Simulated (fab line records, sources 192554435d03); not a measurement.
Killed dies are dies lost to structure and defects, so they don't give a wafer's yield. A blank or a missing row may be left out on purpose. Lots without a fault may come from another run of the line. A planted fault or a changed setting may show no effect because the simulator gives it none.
Which tool did it? | flow n5_finfet | 10 lots, 27 wafers sampled, at 5 steps of a route of 1938

WHAT THE GAUGES READ, wafer by wafer
N5_BEOL_M4_RC_MEAS_101. Usual: DIBL_N 36.4 mV/V, standard deviation 2.7; DIBL_P 36 mV/V, standard deviation 3.2; IOFF_N 0.16 nA/um, standard deviation 0.046; IOFF_P 0.21 nA/um, standard deviation 0.055; ION_N 677 uA/um, standard deviation 15; ION_P 464 uA/um, standard deviation 11; SS_N 71.5 mV/dec, standard deviation 0.79; SS_P 73.3 mV/dec, standard deviation 0.93; VT_N 250 mV, standard deviation 4.1; VT_P -251 mV, standard deviation 4.4.
lot  | measured     | on        | DIBL_N (mV/V)  | DIBL_P (mV/V) | IOFF_N (nA/um) | IOFF_P (nA/um) | ION_N (uA/um) | ION_P (uA/um) | SS_N (mV/dec)  | SS_P (mV/dec)  | VT_N (mV)   | VT_P (mV)      | flag
L439 | day 7 20:13  | prober-01 | 34.9 36.4 39.0 | 35 37 41      | 0.14 0.18 0.23 | 0.22 0.26 0.35 | 670 683 690   | 466 472 470   | 72.1 72.4 72.5 | 73.6 73.2 75.1 | 251 247 247 | -247 -245 -240 |
L443 | day 9 14:45  | prober-02 | 31.4 36.5 35.3 | 29 36 34      | 0.09 0.17 0.14 | 0.13 0.21 0.18 | 648 691 677   | 452 470 463   | 69.9 71.7 71.3 | 71.0 72.6 72.5 | 256 246 252 | -257 -249 -253 |
L448 | day 10 19:54 | prober-01 | 37.4 38.3 39.2 | 37 37 40      | 0.14 0.16 0.18 | 0.21 0.23 0.28 | 667 686 690   | 468 472 473   | 71.6 71.9 71.7 | 73.1 73.2 74.1 | 254 251 247 | -250 -249 -247 |
L454 | day 12 11:10 | prober-01 | 34.2 39.3      | 34 39         | 0.13 0.24      | 0.17 0.25      | 651 680       | 447 458       | 71.6 72.6      | 73.1 73.8      | 251 247     | -252 -247      |
L457 | day 12 22:53 | prober-02 | 37.8 34.3      | 41 36         | 0.18 0.12      | 0.22 0.16      | 671 658       | 450 445       | 72.3 71.2      | 73.9 72.7      | 251 254     | -253 -258      |
L458 | day 13 05:40 | prober-02 | 37.6 37.0      | 37 36         | 0.17 0.17      | 0.24 0.22      | 675 676       | 466 454       | 72.1 71.6      | 74.6 74.0      | 249 248     | -248 -247      |
L459 | day 13 10:51 | prober-01 | 36.5 32.8 35.4 | 35 31 34      | 0.14 0.10 0.13 | 0.19 0.14 0.17 | 663 659 670   | 462 453 461   | 70.9 70.5 71.1 | 72.6 72.4 72.0 | 250 256 252 | -251 -256 -255 |
L460 | day 14 04:37 | prober-02 | 36.8 37.1 37.0 | 37 38 38      | 0.19 0.20 0.17 | 0.23 0.23 0.23 | 697 694 673   | 475 466 466   | 71.2 71.2 71.6 | 72.9 73.8 74.1 | 246 246 247 | -248 -253 -251 |
L462 | day 14 07:26 | prober-01 | 28.6 32.5 32.1 | 29 32 33      | 0.06 0.11 0.11 | 0.09 0.12 0.13 | 633 658 677   | 435 440 462   | 70.3 71.0 70.6 | 70.7 71.9 71.7 | 264 256 253 | -265 -259 -259 |
L461 | day 14 07:22 | prober-02 | 40.0 36.7 41.0 | 38 34 40      | 0.21 0.14 0.23 | 0.22 0.16 0.25 | 677 659 689   | 457 448 467   | 72.4 71.2 72.3 | 73.5 72.5 74.2 | 249 253 247 | -253 -257 -252 |

WHICH TOOL RAN EACH LOT (tool, then ch and the chambers of the sampled wafers, then the start)
lot  | N5_BEOL_M2_STRIP_66                | N5_BEOL_M2_STRIP_19                | N5_BEOL_M2_ALD_98                 | N5_BEOL_M2_VIA_ETCH_34
L439 | rie_diel-06 ch 0,1,3, day 6 16:41  | rie_diel-04 ch 1,2,3, day 6 16:55  | ald_sin-04 ch 1,2,3, day 6 17:34  | rie_diel-04 ch 0,2,3, day 6 21:11
L443 | rie_diel-01 ch 0,1,3, day 7 14:40  | rie_diel-06 ch 0,1,3, day 7 14:50  | ald_sin-04 ch 1,2,3, day 7 15:49  | rie_diel-04 ch 1,2,3, day 7 16:26
L448 | rie_diel-04 ch 0,2,3, day 9 08:49  | rie_diel-06 ch 0,1, day 9 08:58    | ald_sin-04 ch 1,2, day 9 09:38    | rie_diel-04 ch 0,3, day 9 11:29
L454 | rie_diel-06 ch 0,2, day 10 08:57   | rie_diel-01 ch 0,1, day 10 09:06   | ald_sin-04 ch 1,3, day 10 09:55   | rie_diel-04 ch 0,2, day 10 17:56
L457 | rie_diel-01 ch 0,3, day 10 20:07   | rie_diel-01 ch 0,2, day 10 20:16   | ald_sin-04 ch 2,3, day 10 20:54   | rie_diel-01 ch 3, day 11 08:11
L458 | rie_diel-04 ch 0,1, day 11 12:51   | rie_diel-04 ch 2,3, day 11 13:01   | ald_sin-04 ch 1,2, day 11 18:45   | rie_diel-01 ch 0,1, day 11 21:28
L459 | rie_diel-06 ch 0,1, day 12 05:10   | rie_diel-04 ch 0,2,3, day 12 05:19 | ald_sin-03 ch 0,1,3, day 12 06:01 | rie_diel-06 ch 0,3, day 12 10:22
L460 | rie_diel-06 ch 0,2,3, day 12 10:58 | rie_diel-06 ch 1,2,3, day 12 11:15 | ald_sin-02 ch 1,2,3, day 12 12:17 | rie_diel-04 ch 1,2,3, day 12 16:33
L462 | rie_diel-06 ch 1,2,3, day 12 12:54 | rie_diel-06 ch 0,2,3, day 12 13:03 | ald_sin-02 ch 0,2,3, day 12 14:07 | rie_diel-04 ch 0,2,3, day 13 00:02
L461 | rie_diel-06 ch 0,1,2, day 12 17:52 | rie_diel-04 ch 1,2, day 12 18:04   | ald_sin-03 ch 0,1, day 12 18:51   | rie_diel-06 ch 1,2,3, day 13 00:16
- N5_BEOL_M2_STRIP_66: strips in CF4.
- N5_BEOL_M2_STRIP_19: strips in O2.
- N5_BEOL_M2_ALD_98: deposits SiO2, target thk 2.5 nm, pulse time 1 s, co reactant pulse time 1 s.
- N5_BEOL_M2_VIA_ETCH_34: etches the open film in C4F6/O2, target depth 69.4 nm, time 65.9 s.

WHAT THE TOOLS THEMSELVES READ (means of the sampled wafers that have a number; where no wafer has one, the mark that the record gives instead)
N5_BEOL_M2_STRIP_66. Usual: drypump_motor_current_A 5.6 A, standard deviation 0.46; oes_product_au 0.79 a.u., standard deviation 0.071; rf_vpp_V 271.3 V, standard deviation 1.5; showerhead_plenum_p_Torr 1.80 Torr, standard deviation 0.056; throttle_valve_pct 13.50 %, standard deviation 0.13.
lot  | tool        | drypump_motor_current_A (A) | oes_product_au (a.u.) | rf_vpp_V (V) | showerhead_plenum_p_Torr (Torr) | throttle_valve_pct (%) | flag
L439 | rie_diel-06 | 5.5                         | 0.84                  | 272.0        | 1.84                            | 13.43                  |
L443 | rie_diel-01 | 5.5                         | 0.74                  | 272.5        | 1.81                            | 13.72                  |
L448 | rie_diel-04 | 5.7                         | 0.76                  | 270.9        | 1.75                            | 13.48                  |
L454 | rie_diel-06 | 5.5                         | 0.76                  | 271.4        | 1.83                            | 13.49                  |
L457 | rie_diel-01 | 5.7                         | 0.88                  | 271.6        | 1.83                            | 13.37                  |
L458 | rie_diel-04 | 5.8                         | 0.82                  | 270.2        | 1.78                            | 13.39                  |
L459 | rie_diel-06 | 6.0                         | 0.79                  | 273.2        | 1.87                            | 13.47                  |
L460 | rie_diel-06 | 5.3                         | 0.77                  | 271.2        | 1.80                            | 13.57                  |
L462 | rie_diel-06 | 5.7                         | 0.81                  | 271.7        | 1.81                            | 13.52                  |
L461 | rie_diel-06 | 5.8                         | 0.77                  | 271.8        | 1.84                            | 13.51                  |

N5_BEOL_M2_STRIP_19. Usual: drypump_motor_current_A 5.6 A, standard deviation 0.44; oes_product_au 0.80 a.u., standard deviation 0.077; rf_vpp_V 3.6 V, standard deviation 0.45; showerhead_plenum_p_Torr 2.10 Torr, standard deviation 0.072; throttle_valve_pct 16.57 %, standard deviation 0.17.
lot  | tool        | drypump_motor_current_A (A) | oes_product_au (a.u.) | rf_vpp_V (V) | showerhead_plenum_p_Torr (Torr) | throttle_valve_pct (%) | flag
L439 | rie_diel-04 | 5.6                         | 0.75                  | 3.9          | 2.10                            | 16.71                  |
L443 | rie_diel-06 | 5.5                         | 0.84                  | 3.1          | 2.15                            | 16.53                  |
L448 | rie_diel-06 | 6.0                         | 0.82                  | 3.6          | 2.21                            | 16.52                  |
L454 | rie_diel-01 | 5.3                         | 0.76                  | 3.7          | 2.12                            | 16.80                  |
L457 | rie_diel-01 | 5.4                         | 0.81                  | 4.2          | 2.13                            | 16.62                  |
L458 | rie_diel-04 | 5.5                         | 0.74                  | 3.5          | 2.05                            | 16.66                  |
L459 | rie_diel-04 | 5.7                         | 0.74                  | 4.0          | 2.03                            | 16.57                  |
L460 | rie_diel-06 | 5.8                         | 0.84                  | 4.0          | 2.12                            | 16.61                  |
L462 | rie_diel-06 | 5.4                         | 0.79                  | 3.7          | 2.09                            | 16.55                  |
L461 | rie_diel-04 | 5.9                         | 0.75                  | 3.8          | 2.10                            | 16.59                  |

N5_BEOL_M2_ALD_98. Usual: heater_power_w 80 W, standard deviation 8; precursor_pulse_height_rel 1.001, standard deviation 0.02.
lot  | tool       | heater_power_w (W) | precursor_pulse_height_rel | flag
L439 | ald_sin-04 | 77                 | 0.988                      |
L443 | ald_sin-04 | 78                 | 1.024                      |
L448 | ald_sin-04 | 84                 | 0.993                      |
L454 | ald_sin-04 | 75                 | 0.984                      |
L457 | ald_sin-04 | 81                 | 0.974                      |
L458 | ald_sin-04 | 82                 | 1.005                      |
L459 | ald_sin-03 | 78                 | 1.016                      |
L460 | ald_sin-02 | 81                 | 0.989                      |
L462 | ald_sin-02 | 85                 | 1.004                      |
L461 | ald_sin-03 | 81                 | 0.995                      |

N5_BEOL_M2_VIA_ETCH_34. Usual: drypump_motor_current_A 5.7 A, standard deviation 0.41; oes_product_au 0.80 a.u., standard deviation 0.084; rf_vpp_V 659 V, standard deviation 19; showerhead_plenum_p_Torr 2.84 Torr, standard deviation 0.084; throttle_valve_pct 30.6 %, standard deviation 0.31.
lot  | tool        | drypump_motor_current_A (A) | oes_product_au (a.u.) | rf_vpp_V (V) | showerhead_plenum_p_Torr (Torr) | throttle_valve_pct (%) | flag
L439 | rie_diel-04 | 5.7                         | 0.78                  | 649          | 2.79                            | 30.7                   |
L443 | rie_diel-04 | 5.7                         | 0.74                  | 665          | 2.84                            | 30.8                   |
L448 | rie_diel-04 | 5.7                         | 0.80                  | 646          | 2.76                            | 30.9                   |
L454 | rie_diel-04 | 6.0                         | 0.73                  | 650          | 2.77                            | 30.5                   |
L457 | rie_diel-01 | 6.1                         | 0.97                  | 673          | 2.75                            | 29.8                   |
L458 | rie_diel-01 | 5.2                         | 0.87                  | 678          | 2.88                            | 30.7                   |
L459 | rie_diel-06 | 5.1                         | 0.78                  | 642          | 2.81                            | 30.5                   |
L460 | rie_diel-04 | 5.6                         | 0.79                  | 664          | 2.82                            | 30.7                   |
L462 | rie_diel-04 | 5.7                         | 0.74                  | 648          | 2.76                            | 30.7                   |
L461 | rie_diel-06 | 5.7                         | 0.83                  | 648          | 2.86                            | 30.5                   |

THE ANSWER, worked out from the rows above alone
Rule: a lot is off if the mean of its wafers that have a number lies more than 3 standard deviations from the usual mean. A lot without any number at a reading at which 4 lots or more have one is off too. The other lots that the step has rows for count as sound. The gauges are gone through in route order, then the tools' own readings, and for those a lot's mean is taken as printed above. The first step at which some lot is off is used, and at that step the reading that is off furthest; a lot without a number counts as furthest.
No lot is off at any reading shown: from this, nothing can be told.

WHAT THE SIMULATOR HAD PUT IN
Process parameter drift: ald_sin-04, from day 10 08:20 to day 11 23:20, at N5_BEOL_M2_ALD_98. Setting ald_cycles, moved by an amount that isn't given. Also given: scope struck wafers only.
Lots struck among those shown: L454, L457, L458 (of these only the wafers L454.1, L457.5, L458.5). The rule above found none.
